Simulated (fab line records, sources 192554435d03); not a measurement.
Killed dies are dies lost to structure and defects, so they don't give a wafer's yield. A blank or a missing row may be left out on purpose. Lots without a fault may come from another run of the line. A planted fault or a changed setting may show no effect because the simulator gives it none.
Which tool did it? | flow n5_finfet | 11 lots, 33 wafers sampled, at 5 steps of a route of 1938

WHAT THE GAUGES READ, wafer by wafer
N5_MOL_CONTACT_COAG_CD_MEAS_40: target cd 25.1 nm.
lot  | measured     | on        | cd_nm (nm)
L076 | day 5 19:44  | cd_sem-01 | 24.74 25.16 25.02
L077 | day 5 21:41  | cd_sem-02 | 25.41 24.95 25.11
L079 | day 6 13:57  | cd_sem-03 | 25.67 25.02 25.12
L081 | day 7 03:43  | cd_sem-03 | 25.40 24.95 25.01
L083 | day 7 12:37  | cd_sem-03 | 25.12 25.23 25.12
L086 | day 8 08:59  | cd_sem-02 | 24.83 25.35 25.33
L088 | day 8 15:46  | cd_sem-03 | 25.34 25.02 24.80
L090 | day 9 05:27  | cd_sem-02 | 24.88 24.98 25.07
L092 | day 9 16:52  | cd_sem-01 | 25.44 25.46 25.52
L095 | day 10 13:35 | cd_sem-01 | 25.60 25.58 25.36
L097 | day 11 01:50 | cd_sem-01 | 25.24 25.39 25.29

WHICH TOOL RAN EACH LOT (tool, then ch and the chambers of the sampled wafers, then the start)
lot  | N5_MOL_CONTACT_COAG_SPUTTER_130 | N5_MOL_CONTACT_COAG_ETCH_90        | N5_MOL_CONTACT_COAG_ALD_131       | N5_MOL_CONTACT_COAG_VIA_ETCH_46
L076 | pvd_sputter-03, day 5 13:26     | rie_diel-04 ch 0,3, day 5 18:17    | ald_sin-04 ch 2,3, day 5 18:26    | rie_diel-04 ch 0,3, day 5 19:05
L077 | pvd_sputter-02, day 5 14:18     | rie_diel-05 ch 0,1,2, day 5 20:14  | ald_sin-03 ch 0,1, day 5 20:19    | rie_diel-05 ch 0,1,2, day 5 20:55
L079 | pvd_sputter-02, day 6 08:24     | rie_diel-05 ch 0,2,3, day 6 12:47  | ald_sin-01 ch 0,2,3, day 6 12:52  | rie_diel-05 ch 0,3, day 6 13:17
L081 | pvd_sputter-03, day 6 22:22     | rie_diel-01 ch 0,1,3, day 7 02:37  | ald_sin-04 ch 1,2,3, day 7 02:42  | rie_diel-01 ch 1,2, day 7 03:04
L083 | pvd_sputter-03, day 7 07:22     | rie_diel-01 ch 0,1,2, day 7 11:25  | ald_sin-01 ch 0,1, day 7 11:29    | rie_diel-01 ch 0,1,2, day 7 11:50
L086 | pvd_sputter-01, day 8 03:11     | rie_diel-05 ch 2,3, day 8 07:50    | ald_sin-01 ch 1,2,3, day 8 07:59  | rie_diel-01 ch 2,3, day 8 08:20
L088 | pvd_sputter-02, day 8 08:28     | rie_diel-04 ch 0,3, day 8 14:24    | ald_sin-01 ch 0,2, day 8 14:29    | rie_diel-05 ch 0,1,3, day 8 14:59
L090 | pvd_sputter-01, day 9 00:19     | rie_diel-05 ch 0,1,2, day 9 04:21  | ald_sin-03 ch 0,3, day 9 04:26    | rie_diel-04 ch 0,1,2, day 9 04:48
L092 | pvd_sputter-02, day 9 09:33     | rie_diel-05 ch 0,2,3, day 9 15:02  | ald_sin-04 ch 1,2, day 9 15:07    | rie_diel-04 ch 2, day 9 15:56
L095 | pvd_sputter-03, day 10 07:19    | rie_diel-01 ch 0,3, day 10 11:47   | ald_sin-04 ch 1,2, day 10 12:23   | rie_diel-04 ch 2, day 10 12:49
L097 | pvd_sputter-01, day 10 20:06    | rie_diel-05 ch 0,2,3, day 11 00:09 | ald_sin-03 ch 0,1,2, day 11 00:41 | rie_diel-05 ch 2,3, day 11 01:04
- N5_MOL_CONTACT_COAG_SPUTTER_130: material Co, target thk 47.5 nm.
- N5_MOL_CONTACT_COAG_ETCH_90: etches SiARC in CF4, target depth 13 nm, time 21.7 s.
- N5_MOL_CONTACT_COAG_ALD_131: deposits SiO2, target thk 5 nm, pulse time 1 s, co reactant pulse time 1 s.
- N5_MOL_CONTACT_COAG_VIA_ETCH_46: etches SiO2 in C4F6/O2, target depth 46 nm, overetch 9.2 nm, time 40 s.

THE ANSWER, worked out from the rows above alone
Rule: what is usual is taken from the lots themselves. Put in order of their means at a reading, lots are off if they are a third of the lots or fewer, leave a main group of 4 or more, and stand apart from it by a gap of 3 or more times the standard deviation of the main group's means; of several such gaps the widest counts. A main group whose means are all the same, to the digits that the tables above print for the reading, isn't used. A lot without any number at a reading at which 4 lots or more have one is off too. The other lots that the step has rows for count as sound.
No lot is off at any reading shown: from this, nothing can be told.

WHAT THE SIMULATOR HAD PUT IN
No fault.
